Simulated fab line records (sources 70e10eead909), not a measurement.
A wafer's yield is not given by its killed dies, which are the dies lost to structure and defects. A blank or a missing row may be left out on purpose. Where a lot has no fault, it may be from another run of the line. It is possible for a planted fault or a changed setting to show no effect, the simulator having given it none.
fab line records / flow nand_harc
record lots=14 wafers=42 last_day=33
route steps=1302 shown A_CONTACT@1007 THIN_TSV@1265 END@1302
lots that met no fault: taken from a fault-free run of the same line
start_h: hours from the record's opening day to when the first of the lot's shown wafers began / wait_h: hours elapsed since this lot's preceding step / " as in the row above / L1.1+2: a row that stands for several wafers / - value missing, or start not given / * or withheld: withheld / < > ~ a bound
route shown NAME@n: NAME is a module with steps in the file, n the number in the route of the first one / usual: average and standard deviation across the fault-free wafers / same: alike in all rows / chamber/n: place in a boat / sites: readings site by site / _std_site: standard deviation across them / _edge_site: the outer-site mean with the inner-site mean subtracted / radius_mm: for every site, how far away it sits from the centre of the wafer / mask NAME#n: copy n / behind: the most recent tool/chamber to have shaped the wafer / hold: the reason the lot was held/the length of the hold in hours/how it ended / device: which transistor (n, p or np) failed to switch / end of line: the route-end tests of the same wafers / a step given without rows: its recipe and nothing more / killed: the dies lost at the first sort to structure and to defects; this is not the yield of the wafer / map: the dies of a wafer, with x for killed, . for not killed, _ for no die there
set.NAME: the setting as run; set.NAME@STEP: as run at that earlier step / model.NAME: the simulator's own value behind a step, which no gauge read
route steps across a sampled set of lots; one table per step, one row per wafer
services: from which hour (start_h, from the record's first day; less than 0 if before it) a tool's chamber was out of use, for how many hours, and why
## steps
# step NHARC_A_CONTACT_ETCH_113
# recipe source_w=withheld pressure_mtorr=20 bias_v=3000 time_s=190 target_depth_a=18500 ar_flow_sccm=withheld c4f8_flow_sccm=withheld o2_flow_sccm=withheld chemistry=C4F8/O2/Ar
lot.wafer=L633.3 tool=har_cap_etch-02 chamber=1 start_h=505.39 wait_h=0.1 rf_hours_counter_h=-
lot.wafer=L633.4 tool=har_cap_etch-02 chamber=0 start_h=505.39 wait_h=0.1 rf_hours_counter_h=-
lot.wafer=L633.5 tool=har_cap_etch-02 chamber=0 start_h=505.39 wait_h=0.1 rf_hours_counter_h=-
lot.wafer=L634.1 tool=har_cap_etch-03 chamber=0 start_h=514.34 wait_h=0.1 rf_hours_counter_h=42
lot.wafer=L634.4 tool=har_cap_etch-03 chamber=1 start_h=514.34 wait_h=0.1 rf_hours_counter_h=-
lot.wafer=L634.5 tool=har_cap_etch-03 chamber=1 start_h=514.34 wait_h=0.1 rf_hours_counter_h=-
lot.wafer=L635.1 tool=har_cap_etch-03 chamber=1 start_h=522.14 wait_h=0.2 rf_hours_counter_h=45
lot.wafer=L635.4 tool=har_cap_etch-03 chamber=0 start_h=522.14 wait_h=0.2 rf_hours_counter_h=-
lot.wafer=L635.3 tool=har_cap_etch-03 chamber=1 start_h=522.14 wait_h=0.2 rf_hours_counter_h=-
lot.wafer=L637.1 tool=har_cap_etch-02 chamber=0 start_h=529.93 wait_h=0.1 rf_hours_counter_h=91
lot.wafer=L637.4 tool=har_cap_etch-02 chamber=0 start_h=529.93 wait_h=0.1 rf_hours_counter_h=-
lot.wafer=L637.6 tool=har_cap_etch-02 chamber=0 start_h=529.93 wait_h=0.1 rf_hours_counter_h=-
lot.wafer=L636.2 tool=har_cap_etch-03 chamber=1 start_h=530.80 wait_h=0.1 rf_hours_counter_h=47
lot.wafer=L636.4 tool=har_cap_etch-03 chamber=0 start_h=530.80 wait_h=0.1 rf_hours_counter_h=-
lot.wafer=L636.6 tool=har_cap_etch-03 chamber=1 start_h=530.80 wait_h=0.1 rf_hours_counter_h=-
lot.wafer=L638.1 tool=har_cap_etch-02 chamber=0 start_h=534.74 wait_h=0.1 rf_hours_counter_h=93
lot.wafer=L638.2 tool=har_cap_etch-02 chamber=1 start_h=534.74 wait_h=0.1 rf_hours_counter_h=93
lot.wafer=L638.6 tool=har_cap_etch-02 chamber=0 start_h=534.74 wait_h=0.1 rf_hours_counter_h=-
lot.wafer=L639.1 tool=har_cap_etch-01 chamber=0 start_h=550.44 wait_h=0.1 rf_hours_counter_h=8
lot.wafer=L639.2 tool=har_cap_etch-01 chamber=1 start_h=550.44 wait_h=0.1 rf_hours_counter_h=8
lot.wafer=L639.3 tool=har_cap_etch-01 chamber=0 start_h=550.44 wait_h=0.1 rf_hours_counter_h=-
lot.wafer=L640.1 tool=har_cap_etch-03 chamber=0 start_h=554.49 wait_h=0.1 rf_hours_counter_h=54
lot.wafer=L640.3 tool=har_cap_etch-03 chamber=0 start_h=554.49 wait_h=0.1 rf_hours_counter_h=-
lot.wafer=L640.5 tool=har_cap_etch-03 chamber=0 start_h=554.49 wait_h=0.1 rf_hours_counter_h=-
lot.wafer=L644.2 tool=har_cap_etch-01 chamber=1 start_h=604.01 wait_h=0.1 rf_hours_counter_h=17
lot.wafer=L644.3 tool=har_cap_etch-01 chamber=0 start_h=604.01 wait_h=0.1 rf_hours_counter_h=-
lot.wafer=L644.6 tool=har_cap_etch-01 chamber=0 start_h=604.01 wait_h=0.1 rf_hours_counter_h=-
lot.wafer=L647.4 tool=har_cap_etch-01 chamber=1 start_h=637.37 wait_h=0.1 rf_hours_counter_h=-
lot.wafer=L647.3 tool=har_cap_etch-01 chamber=0 start_h=637.37 wait_h=0.1 rf_hours_counter_h=-
lot.wafer=L647.6 tool=har_cap_etch-01 chamber=0 start_h=637.37 wait_h=0.1 rf_hours_counter_h=-
lot.wafer=L651.1 tool=har_cap_etch-02 chamber=1 start_h=663.83 wait_h=0.1 rf_hours_counter_h=119
lot.wafer=L651.2 tool=har_cap_etch-02 chamber=0 start_h=663.83 wait_h=0.1 rf_hours_counter_h=119
lot.wafer=L651.6 tool=har_cap_etch-02 chamber=0 start_h=663.83 wait_h=0.1 rf_hours_counter_h=-
lot.wafer=L652.1 tool=har_cap_etch-03 chamber=1 start_h=677.17 wait_h=0.1 rf_hours_counter_h=73
lot.wafer=L652.5 tool=har_cap_etch-03 chamber=1 start_h=677.17 wait_h=0.1 rf_hours_counter_h=-
lot.wafer=L652.6 tool=har_cap_etch-03 chamber=0 start_h=677.17 wait_h=0.1 rf_hours_counter_h=-
lot.wafer=L654.1 tool=har_cap_etch-02 chamber=0 start_h=693.18 wait_h=0.1 rf_hours_counter_h=124
lot.wafer=L654.3 tool=har_cap_etch-02 chamber=1 start_h=693.18 wait_h=0.1 rf_hours_counter_h=-
lot.wafer=L654.5 tool=har_cap_etch-02 chamber=0 start_h=693.18 wait_h=0.1 rf_hours_counter_h=-
lot.wafer=L656.1 tool=har_cap_etch-02 chamber=0 start_h=721.56 wait_h=0.1 rf_hours_counter_h=130
lot.wafer=L656.4 tool=har_cap_etch-02 chamber=0 start_h=721.56 wait_h=0.1 rf_hours_counter_h=-
lot.wafer=L656.6 tool=har_cap_etch-02 chamber=0 start_h=721.56 wait_h=0.1 rf_hours_counter_h=-
# step NHARC_THIN_TSV_STRIP_45
# recipe power_w=1500 temp_c=250 chemistry=O2
# usual drypump_motor_current_A=5.3/0.36 heater_power_w=348/9.3
lot.wafer=L633.4 tool=plasma_asher-01 chamber=1 start_h=556.12 wait_h=0.2 drypump_motor_current_A=5.6 heater_power_w=355 rf_hours_counter_h=-
lot.wafer=L633.3 tool=plasma_asher-01 chamber=0 start_h=556.12 wait_h=0.2 drypump_motor_current_A=5.5 heater_power_w=349 rf_hours_counter_h=-
lot.wafer=L633.5 tool=plasma_asher-01 chamber=0 start_h=556.12 wait_h=0.2 drypump_motor_current_A=5.6 heater_power_w=356 rf_hours_counter_h=-
lot.wafer=L634.1 tool=plasma_asher-01 chamber=0 start_h=571.69 wait_h=0.1 drypump_motor_current_A=5.6 heater_power_w=351 rf_hours_counter_h=9
lot.wafer=L634.4 tool=plasma_asher-01 chamber=1 start_h=571.69 wait_h=0.1 drypump_motor_current_A=5.6 heater_power_w=355 rf_hours_counter_h=-
lot.wafer=L634.5 tool=plasma_asher-01 chamber=1 start_h=571.69 wait_h=0.1 drypump_motor_current_A=5.6 heater_power_w=349 rf_hours_counter_h=-
lot.wafer=L635.1 tool=plasma_asher-01 chamber=0 start_h=580.70 wait_h=0.1 drypump_motor_current_A=5.6 heater_power_w=351 rf_hours_counter_h=11
lot.wafer=L635.4 tool=plasma_asher-01 chamber=0 start_h=580.70 wait_h=0.1 drypump_motor_current_A=5.6 heater_power_w=344 rf_hours_counter_h=-
lot.wafer=L635.3 tool=plasma_asher-01 chamber=1 start_h=580.70 wait_h=0.1 drypump_motor_current_A=5.6 heater_power_w=355 rf_hours_counter_h=-
lot.wafer=L637.1 tool=plasma_asher-02 chamber=1 start_h=581.89 wait_h=0.1 drypump_motor_current_A=4.7 heater_power_w=362 rf_hours_counter_h=50
lot.wafer=L637.4 tool=plasma_asher-02 chamber=1 start_h=581.89 wait_h=0.1 drypump_motor_current_A=4.7 heater_power_w=354 rf_hours_counter_h=-
lot.wafer=L637.6 tool=plasma_asher-02 chamber=0 start_h=581.89 wait_h=0.1 drypump_motor_current_A=5.3 heater_power_w=329 rf_hours_counter_h=-
lot.wafer=L636.2 tool=plasma_asher-02 chamber=1 start_h=583.19 wait_h=0.1 drypump_motor_current_A=4.7 heater_power_w=355 rf_hours_counter_h=50
lot.wafer=L636.4 tool=plasma_asher-02 chamber=1 start_h=583.19 wait_h=0.1 drypump_motor_current_A=4.7 heater_power_w=364 rf_hours_counter_h=-
lot.wafer=L636.6 tool=plasma_asher-02 chamber=0 start_h=583.19 wait_h=0.1 drypump_motor_current_A=5.3 heater_power_w=341 rf_hours_counter_h=-
lot.wafer=L638.2 tool=plasma_asher-01 chamber=1 start_h=590.15 wait_h=0.1 drypump_motor_current_A=5.6 heater_power_w=353 rf_hours_counter_h=13
lot.wafer=L638.1 tool=plasma_asher-01 chamber=0 start_h=590.15 wait_h=0.1 drypump_motor_current_A=5.5 heater_power_w=348 rf_hours_counter_h=13
lot.wafer=L638.6 tool=plasma_asher-01 chamber=0 start_h=590.15 wait_h=0.1 drypump_motor_current_A=5.6 heater_power_w=351 rf_hours_counter_h=-
lot.wafer=L639.1 tool=plasma_asher-01 chamber=1 start_h=605.38 wait_h=0.1 drypump_motor_current_A=5.6 heater_power_w=346 rf_hours_counter_h=16
lot.wafer=L639.2 tool=plasma_asher-01 chamber=0 start_h=605.38 wait_h=0.1 drypump_motor_current_A=5.5 heater_power_w=343 rf_hours_counter_h=16
lot.wafer=L639.3 tool=plasma_asher-01 chamber=1 start_h=605.38 wait_h=0.1 drypump_motor_current_A=5.6 heater_power_w=359 rf_hours_counter_h=-
lot.wafer=L640.1 tool=plasma_asher-01 chamber=1 start_h=606.95 wait_h=0.3 drypump_motor_current_A=5.6 heater_power_w=353 rf_hours_counter_h=17
lot.wafer=L640.3 tool=plasma_asher-01 chamber=0 start_h=606.95 wait_h=0.3 drypump_motor_current_A=5.6 heater_power_w=344 rf_hours_counter_h=-
lot.wafer=L640.5 tool=plasma_asher-01 chamber=1 start_h=606.95 wait_h=0.3 drypump_motor_current_A=5.6 heater_power_w=352 rf_hours_counter_h=-
lot.wafer=L644.2 tool=plasma_asher-01 chamber=1 start_h=661.37 wait_h=0.1 drypump_motor_current_A=5.6 heater_power_w=358 rf_hours_counter_h=28
lot.wafer=L644.3 tool=plasma_asher-01 chamber=0 start_h=661.37 wait_h=0.1 drypump_motor_current_A=5.6 heater_power_w=352 rf_hours_counter_h=-
lot.wafer=L644.6 tool=plasma_asher-01 chamber=1 start_h=661.37 wait_h=0.1 drypump_motor_current_A=5.6 heater_power_w=359 rf_hours_counter_h=-
lot.wafer=L647.4 tool=plasma_asher-02 chamber=0 start_h=691.19 wait_h=0.2 drypump_motor_current_A=5.3 heater_power_w=333 rf_hours_counter_h=-
lot.wafer=L647.3 tool=plasma_asher-02 chamber=1 start_h=691.19 wait_h=0.2 drypump_motor_current_A=4.7 heater_power_w=356 rf_hours_counter_h=-
lot.wafer=L647.6 tool=plasma_asher-02 chamber=1 start_h=691.19 wait_h=0.2 drypump_motor_current_A=4.7 heater_power_w=356 rf_hours_counter_h=-
lot.wafer=L651.1 tool=plasma_asher-01 chamber=0 start_h=717.06 wait_h=0.1 drypump_motor_current_A=5.5 heater_power_w=357 rf_hours_counter_h=2
lot.wafer=L651.2 tool=plasma_asher-01 chamber=1 start_h=717.06 wait_h=0.1 drypump_motor_current_A=5.6 heater_power_w=342 rf_hours_counter_h=2
lot.wafer=L651.6 tool=plasma_asher-01 chamber=0 start_h=717.06 wait_h=0.1 drypump_motor_current_A=5.5 heater_power_w=359 rf_hours_counter_h=-
lot.wafer=L652.1 tool=plasma_asher-02 chamber=0 start_h=732.04 wait_h=0.1 drypump_motor_current_A=5.4 heater_power_w=341 rf_hours_counter_h=26
lot.wafer=L652.5 tool=plasma_asher-02 chamber=1 start_h=732.04 wait_h=0.1 drypump_motor_current_A=4.7 heater_power_w=354 rf_hours_counter_h=-
lot.wafer=L652.6 tool=plasma_asher-02 chamber=0 start_h=732.04 wait_h=0.1 drypump_motor_current_A=5.3 heater_power_w=341 rf_hours_counter_h=-
lot.wafer=L654.1 tool=plasma_asher-01 chamber=0 start_h=747.48 wait_h=0.1 drypump_motor_current_A=5.6 heater_power_w=353 rf_hours_counter_h=7
lot.wafer=L654.3 tool=plasma_asher-01 chamber=0 start_h=747.48 wait_h=0.1 drypump_motor_current_A=5.5 heater_power_w=368 rf_hours_counter_h=-
lot.wafer=L654.5 tool=plasma_asher-01 chamber=1 start_h=747.48 wait_h=0.1 drypump_motor_current_A=5.7 heater_power_w=343 rf_hours_counter_h=-
lot.wafer=L656.1 tool=plasma_asher-02 chamber=1 start_h=773.32 wait_h=0.1 drypump_motor_current_A=4.7 heater_power_w=343 rf_hours_counter_h=35
lot.wafer=L656.4 tool=plasma_asher-02 chamber=0 start_h=773.32 wait_h=0.1 drypump_motor_current_A=5.4 heater_power_w=342 rf_hours_counter_h=-
lot.wafer=L656.6 tool=plasma_asher-02 chamber=1 start_h=773.32 wait_h=0.1 drypump_motor_current_A=4.7 heater_power_w=351 rf_hours_counter_h=-
# step NHARC_THIN_TSV_PRE_CLEAN_54
# recipe time_s=30 temp_c=280 gas=H2/He
# usual heater_power_w=425/62
lot.wafer=L633.3 tool=pvd_sputter-03 chamber=- start_h=559.93 wait_h=0.1 heater_power_w=420
lot.wafer=L633.4 tool=pvd_sputter-03 chamber=- start_h=559.93 wait_h=0.1 heater_power_w=338
lot.wafer=L633.5 tool=pvd_sputter-03 chamber=- start_h=559.93 wait_h=0.1 heater_power_w=480
lot.wafer=L634.1 tool=pvd_sputter-03 chamber=- start_h=575.51 wait_h=0.1 heater_power_w=534
lot.wafer=L634.4 tool=pvd_sputter-03 chamber=- start_h=575.51 wait_h=0.1 heater_power_w=476
lot.wafer=L634.5 tool=pvd_sputter-03 chamber=- start_h=575.51 wait_h=0.1 heater_power_w=547
lot.wafer=L635.4 tool=pvd_sputter-02 chamber=- start_h=584.62 wait_h=0.1 heater_power_w=373
lot.wafer=L635.3 tool=pvd_sputter-02 chamber=- start_h=584.62 wait_h=0.1 heater_power_w=476
lot.wafer=L635.1 tool=pvd_sputter-02 chamber=- start_h=584.62 wait_h=0.1 heater_power_w=410
lot.wafer=L637.1 tool=pvd_sputter-02 chamber=- start_h=585.81 wait_h=0.0 heater_power_w=407
lot.wafer=L637.4 tool=pvd_sputter-02 chamber=- start_h=585.81 wait_h=0.0 heater_power_w=475
lot.wafer=L637.6 tool=pvd_sputter-02 chamber=- start_h=585.81 wait_h=0.0 heater_power_w=370
lot.wafer=L636.4 tool=pvd_sputter-03 chamber=- start_h=586.98 wait_h=0.1 heater_power_w=472
lot.wafer=L636.2 tool=pvd_sputter-03 chamber=- start_h=586.98 wait_h=0.1 heater_power_w=337
lot.wafer=L636.6 tool=pvd_sputter-03 chamber=- start_h=586.98 wait_h=0.1 heater_power_w=431
lot.wafer=L638.1 tool=pvd_sputter-03 chamber=- start_h=594.19 wait_h=0.1 heater_power_w=424
lot.wafer=L638.2 tool=pvd_sputter-03 chamber=- start_h=594.19 wait_h=0.1 heater_power_w=339
lot.wafer=L638.6 tool=pvd_sputter-03 chamber=- start_h=594.19 wait_h=0.1 heater_power_w=457
lot.wafer=L639.3 tool=pvd_sputter-03 chamber=- start_h=609.47 wait_h=0.1 heater_power_w=424
lot.wafer=L639.2 tool=pvd_sputter-03 chamber=- start_h=609.47 wait_h=0.1 heater_power_w=541
lot.wafer=L639.1 tool=pvd_sputter-03 chamber=- start_h=609.47 wait_h=0.1 heater_power_w=462
lot.wafer=L640.1 tool=pvd_sputter-03 chamber=- start_h=610.74 wait_h=0.0 heater_power_w=547
lot.wafer=L640.3 tool=pvd_sputter-03 chamber=- start_h=610.74 wait_h=0.0 heater_power_w=421
lot.wafer=L640.5 tool=pvd_sputter-03 chamber=- start_h=610.74 wait_h=0.0 heater_power_w=531
lot.wafer=L644.3 tool=pvd_sputter-03 chamber=- start_h=665.22 wait_h=0.1 heater_power_w=458
lot.wafer=L644.2 tool=pvd_sputter-03 chamber=- start_h=665.22 wait_h=0.1 heater_power_w=422
lot.wafer=L644.6 tool=pvd_sputter-03 chamber=- start_h=665.22 wait_h=0.1 heater_power_w=464
lot.wafer=L647.4 tool=pvd_sputter-01 chamber=- start_h=694.87 wait_h=0.0 heater_power_w=455
lot.wafer=L647.3 tool=pvd_sputter-01 chamber=- start_h=694.87 wait_h=0.0 heater_power_w=383
lot.wafer=L647.6 tool=pvd_sputter-01 chamber=- start_h=694.87 wait_h=0.0 heater_power_w=459
lot.wafer=L651.1 tool=pvd_sputter-02 chamber=- start_h=720.93 wait_h=0.0 heater_power_w=348
lot.wafer=L651.2 tool=pvd_sputter-02 chamber=- start_h=720.93 wait_h=0.0 heater_power_w=467
lot.wafer=L651.6 tool=pvd_sputter-02 chamber=- start_h=720.93 wait_h=0.0 heater_power_w=350
lot.wafer=L652.1 tool=pvd_sputter-03 chamber=- start_h=735.87 wait_h=0.1 heater_power_w=361
lot.wafer=L652.6 tool=pvd_sputter-03 chamber=- start_h=735.87 wait_h=0.1 heater_power_w=474
lot.wafer=L652.5 tool=pvd_sputter-03 chamber=- start_h=735.87 wait_h=0.1 heater_power_w=396
lot.wafer=L654.3 tool=pvd_sputter-01 chamber=- start_h=751.59 wait_h=0.0 heater_power_w=462
lot.wafer=L654.1 tool=pvd_sputter-01 chamber=- start_h=751.59 wait_h=0.0 heater_power_w=413
lot.wafer=L654.5 tool=pvd_sputter-01 chamber=- start_h=751.59 wait_h=0.0 heater_power_w=447
lot.wafer=L656.1 tool=pvd_sputter-02 chamber=- start_h=777.43 wait_h=0.1 heater_power_w=345
lot.wafer=L656.4 tool=pvd_sputter-02 chamber=- start_h=777.43 wait_h=0.1 heater_power_w=486
lot.wafer=L656.6 tool=pvd_sputter-02 chamber=- start_h=777.43 wait_h=0.1 heater_power_w=416
# step NHARC_THIN_TSV_CD_MEAS_37
# usual cd_nm=5001/4.3
lot.wafer=L633.3 tool=cd_sem-03 chamber=- start_h=562.30 wait_h=- cd_nm=5004
lot.wafer=L633.4 tool=cd_sem-03 chamber=- start_h=562.30 wait_h=- cd_nm=5004
lot.wafer=L633.5 tool=cd_sem-03 chamber=- start_h=562.30 wait_h=- cd_nm=5003
lot.wafer=L634.1 tool=cd_sem-02 chamber=- start_h=577.89 wait_h=- cd_nm=5009
lot.wafer=L634.4 tool=cd_sem-02 chamber=- start_h=577.89 wait_h=- cd_nm=5005
lot.wafer=L634.5 tool=cd_sem-02 chamber=- start_h=577.89 wait_h=- cd_nm=5008
lot.wafer=L635.1 tool=cd_sem-01 chamber=- start_h=587.19 wait_h=- cd_nm=5002
lot.wafer=L635.3 tool=cd_sem-01 chamber=- start_h=587.19 wait_h=- cd_nm=4995
lot.wafer=L635.4 tool=cd_sem-01 chamber=- start_h=587.19 wait_h=- cd_nm=4992
lot.wafer=L637.1 tool=cd_sem-01 chamber=- start_h=588.20 wait_h=- cd_nm=5003
lot.wafer=L637.4 tool=cd_sem-01 chamber=- start_h=588.20 wait_h=- cd_nm=4998
lot.wafer=L637.6 tool=cd_sem-01 chamber=- start_h=588.20 wait_h=- cd_nm=4997
lot.wafer=L636.2 tool=cd_sem-01 chamber=- start_h=589.50 wait_h=- cd_nm=5008
lot.wafer=L636.4 tool=cd_sem-01 chamber=- start_h=589.50 wait_h=- cd_nm=5001
lot.wafer=L636.6 tool=cd_sem-01 chamber=- start_h=589.50 wait_h=- cd_nm=4996
lot.wafer=L638.1 tool=cd_sem-02 chamber=- start_h=596.56 wait_h=- cd_nm=5002
lot.wafer=L638.2 tool=cd_sem-02 chamber=- start_h=596.56 wait_h=- cd_nm=5002
lot.wafer=L638.6 tool=cd_sem-02 chamber=- start_h=596.56 wait_h=- cd_nm=4997
lot.wafer=L639.1 tool=cd_sem-01 chamber=- start_h=612.00 wait_h=- cd_nm=5001
lot.wafer=L639.2 tool=cd_sem-01 chamber=- start_h=612.00 wait_h=- cd_nm=4994
lot.wafer=L639.3 tool=cd_sem-01 chamber=- start_h=612.00 wait_h=- cd_nm=5001
lot.wafer=L640.1 tool=cd_sem-01 chamber=- start_h=613.44 wait_h=- cd_nm=4997
lot.wafer=L640.3 tool=cd_sem-01 chamber=- start_h=613.44 wait_h=- cd_nm=4999
lot.wafer=L640.5 tool=cd_sem-01 chamber=- start_h=613.44 wait_h=- cd_nm=5004
lot.wafer=L644.2 tool=cd_sem-03 chamber=- start_h=667.65 wait_h=- cd_nm=5002
lot.wafer=L644.3 tool=cd_sem-03 chamber=- start_h=667.65 wait_h=- cd_nm=4998
lot.wafer=L644.6 tool=cd_sem-03 chamber=- start_h=667.65 wait_h=- cd_nm=4994
lot.wafer=L647.3 tool=cd_sem-03 chamber=- start_h=697.39 wait_h=- cd_nm=5006
lot.wafer=L647.4 tool=cd_sem-03 chamber=- start_h=697.39 wait_h=- cd_nm=5006
lot.wafer=L647.6 tool=cd_sem-03 chamber=- start_h=697.39 wait_h=- cd_nm=5007
lot.wafer=L651.1 tool=cd_sem-02 chamber=- start_h=723.33 wait_h=- cd_nm=5002
lot.wafer=L651.2 tool=cd_sem-02 chamber=- start_h=723.33 wait_h=- cd_nm=4999
lot.wafer=L651.6 tool=cd_sem-02 chamber=- start_h=723.33 wait_h=- cd_nm=5011
lot.wafer=L652.1 tool=cd_sem-03 chamber=- start_h=738.39 wait_h=- cd_nm=4997
lot.wafer=L652.5 tool=cd_sem-03 chamber=- start_h=738.39 wait_h=- cd_nm=5000
lot.wafer=L652.6 tool=cd_sem-03 chamber=- start_h=738.39 wait_h=- cd_nm=4998
lot.wafer=L654.1 tool=cd_sem-02 chamber=- start_h=754.13 wait_h=- cd_nm=5000
lot.wafer=L654.3 tool=cd_sem-02 chamber=- start_h=754.13 wait_h=- cd_nm=5011
lot.wafer=L654.5 tool=cd_sem-02 chamber=- start_h=754.13 wait_h=- cd_nm=5001
lot.wafer=L656.1 tool=cd_sem-03 chamber=- start_h=779.92 wait_h=- cd_nm=5003
lot.wafer=L656.4 tool=cd_sem-03 chamber=- start_h=779.92 wait_h=- cd_nm=5002
lot.wafer=L656.6 tool=cd_sem-03 chamber=- start_h=779.92 wait_h=- cd_nm=5003
# step NHARC_END_SORT_01
# recipe temp_c=25
# usual killed_at_array=59/17 killed_at_other=0.9/1.6 killed_at_periphery=3.7/2.3 killed_dies=64/17 killed_open=3.3/1.8 killed_short=2.4/1.6
# same gross_dies=677
lot.wafer=L644.2 tool=prober-02 chamber=0 start_h=677.51 wait_h=2.8 killed_at_array=144 killed_at_other=1 killed_at_periphery=0 killed_dies=145 killed_open=3 killed_short=2
lot.wafer=L644.3 tool=prober-02 chamber=0 start_h=678.31 wait_h=3.1 killed_at_array=98 killed_at_other=1 killed_at_periphery=3 killed_dies=102 killed_open=3 killed_short=5
lot.wafer=L644.6 tool=prober-02 chamber=0 start_h=680.69 wait_h=4.0 killed_at_array=84 killed_at_other=2 killed_at_periphery=0 killed_dies=86 killed_open=3 killed_short=8
lot.wafer=L647.3 tool=prober-01 chamber=0 start_h=709.97 wait_h=3.1 killed_at_array=44 killed_at_other=1 killed_at_periphery=9 killed_dies=54 killed_open=3 killed_short=2
lot.wafer=L647.4 tool=prober-01 chamber=0 start_h=710.77 wait_h=3.4 killed_at_array=144 killed_at_other=0 killed_at_periphery=11 killed_dies=155 killed_open=1 killed_short=3
lot.wafer=L647.6 tool=prober-01 chamber=0 start_h=712.36 wait_h=4.0 killed_at_array=42 killed_at_other=0 killed_at_periphery=7 killed_dies=49 killed_open=4 killed_short=3
# killed by level:class
L644.2 A_CONTACT:unspecified=81 A_CHANNEL_HOLE_D1:chamber_film_flake=28 A_SLIT:chamber_film_flake=21 A_CHANNEL_HOLE_D2:chamber_film_flake=7 A_CONTACT:geometric_particle:open=2 A_STAIRCASE:chamber_film_flake=2 A_SOURCE_PLATE:geometric_particle:short=1 A_ONON_D2:geometric_particle:open=1
L644.3 A_SLIT:chamber_film_flake=33 A_CHANNEL_HOLE_D1:chamber_film_flake=28 A_CHANNEL_HOLE_D2:chamber_film_flake=20 A_STAIRCASE:chamber_film_flake=7 A_CONTACT:chamber_film_flake=3 A_CHANNEL_FILL_D2:chamber_film_flake=2 P_CONTACT:geometric_particle:short=1 P_M0:geometric_particle:short=1
L644.6 A_SLIT:chamber_film_flake=30 A_CHANNEL_HOLE_D1:chamber_film_flake=27 A_CHANNEL_HOLE_D2:chamber_film_flake=10 A_STAIRCASE:chamber_film_flake=5 A_ONON_D2:geometric_particle:short=4 A_CHANNEL_FILL_D1:geometric_particle:short=3 A_CHANNEL_FILL_D2:geometric_particle:open=2 THIN_TSV:chamber_film_flake=2
L647.3 A_SLIT:chamber_film_flake=30 P_CONTACT:chamber_film_flake=5 A_CHANNEL_HOLE_D1:chamber_film_flake=5 A_CONTACT:chamber_film_flake=2 A_BLC:chamber_film_flake=2 P_STI:geometric_particle:open=1 P_STI:geometric_particle:short=1 P_M1:geometric_particle:open=1
L647.4 A_CONTACT:unspecified=98 A_SLIT:chamber_film_flake=31 P_CONTACT:chamber_film_flake=8 A_CHANNEL_HOLE_D1:chamber_film_flake=7 P_GATE:chamber_film_flake=2 A_STAIRCASE:chamber_film_flake=2 A_BLC:chamber_film_flake=2 P_M0:geometric_particle:open=1
L647.6 A_SLIT:chamber_film_flake=23 A_CHANNEL_HOLE_D1:chamber_film_flake=7 P_CONTACT:chamber_film_flake=3 A_ONON_D1:geometric_particle:short=2 A_CONTACT:geometric_particle:open=2 A_CHANNEL_FILL_D1:chamber_film_flake=2 A_CONTACT:chamber_film_flake=2 A_BLC:chamber_film_flake=2
## services
tool=har_cap_etch-01 chamber=- start_h=486.29 hours=0.7 kind=repair
tool=har_cap_etch-01 chamber=- start_h=498.56 hours=17.0 kind=pm
tool=har_cap_etch-03 chamber=- start_h=507.31 hours=3.3 kind=repair
tool=plasma_asher-01 chamber=- start_h=519.00 hours=9.0 kind=pm
tool=pvd_sputter-03 chamber=- start_h=526.04 hours=10.0 kind=pm
tool=pvd_sputter-02 chamber=- start_h=558.72 hours=4.1 kind=repair
tool=har_cap_etch-01 chamber=- start_h=559.47 hours=4.6 kind=repair
tool=pvd_sputter-03 chamber=- start_h=569.74 hours=2.8 kind=repair
tool=pvd_sputter-01 chamber=- start_h=580.09 hours=11.7 kind=repair
tool=pvd_sputter-02 chamber=- start_h=587.54 hours=8.2 kind=repair
tool=pvd_sputter-01 chamber=- start_h=591.83 hours=10.0 kind=pm
tool=har_cap_etch-03 chamber=- start_h=600.92 hours=7.8 kind=repair
tool=plasma_asher-02 chamber=- start_h=603.65 hours=9.0 kind=pm
tool=har_cap_etch-01 chamber=- start_h=623.00 hours=1.3 kind=repair
tool=har_cap_etch-03 chamber=- start_h=623.94 hours=0.4 kind=repair
tool=pvd_sputter-02 chamber=- start_h=642.12 hours=10.0 kind=pm
tool=pvd_sputter-01 chamber=- start_h=643.25 hours=2.5 kind=repair
tool=pvd_sputter-02 chamber=- start_h=662.99 hours=6.1 kind=repair
tool=har_cap_etch-01 chamber=- start_h=689.92 hours=0.4 kind=repair
tool=plasma_asher-01 chamber=- start_h=696.57 hours=9.0 kind=pm
tool=pvd_sputter-03 chamber=- start_h=704.04 hours=10.0 kind=pm
tool=pvd_sputter-03 chamber=- start_h=721.76 hours=3.4 kind=repair
tool=har_cap_etch-02 chamber=- start_h=754.00 hours=17.0 kind=pm
tool=pvd_sputter-03 chamber=- start_h=757.94 hours=5.6 kind=repair
## key
first_sign step=NHARC_END_SORT_01 reading=killed_at_array direction=up sigmas=5.1 usual=59 struck=144
effect step=NHARC_END_SORT_01 reading=killed_dies direction=up sigmas=5 usual=64 struck=150
more_kills_born_at NHARC_A_CONTACT_ETCH_113@har_cap_etch-01=179
met_at NHARC_A_CONTACT_ETCH_113
struck_lots L644,L647
struck_wafers L644.2,L647.4
tester_left_out L644,L647
not_acting_at NHARC_THIN_TSV_STRIP_45,NHARC_THIN_TSV_PRE_CLEAN_54,NHARC_THIN_TSV_CD_MEAS_37
onset_between 550.44 604.01
fault kind=chamber_particle_source tool=har_cap_etch-01 chamber=1 onset_h=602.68 steps=NHARC_A_CONTACT_ETCH_113 rate_per_visit_cm2=1.0013 end_h=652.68
# tester_left_out: of these lots the tester's yield and bins aren't shown, on N5 and GAA mostly nor the transistor test; their killed dies are dies lost to structure and defects alone, not to doping, threshold or leakage, so they don't give the yield
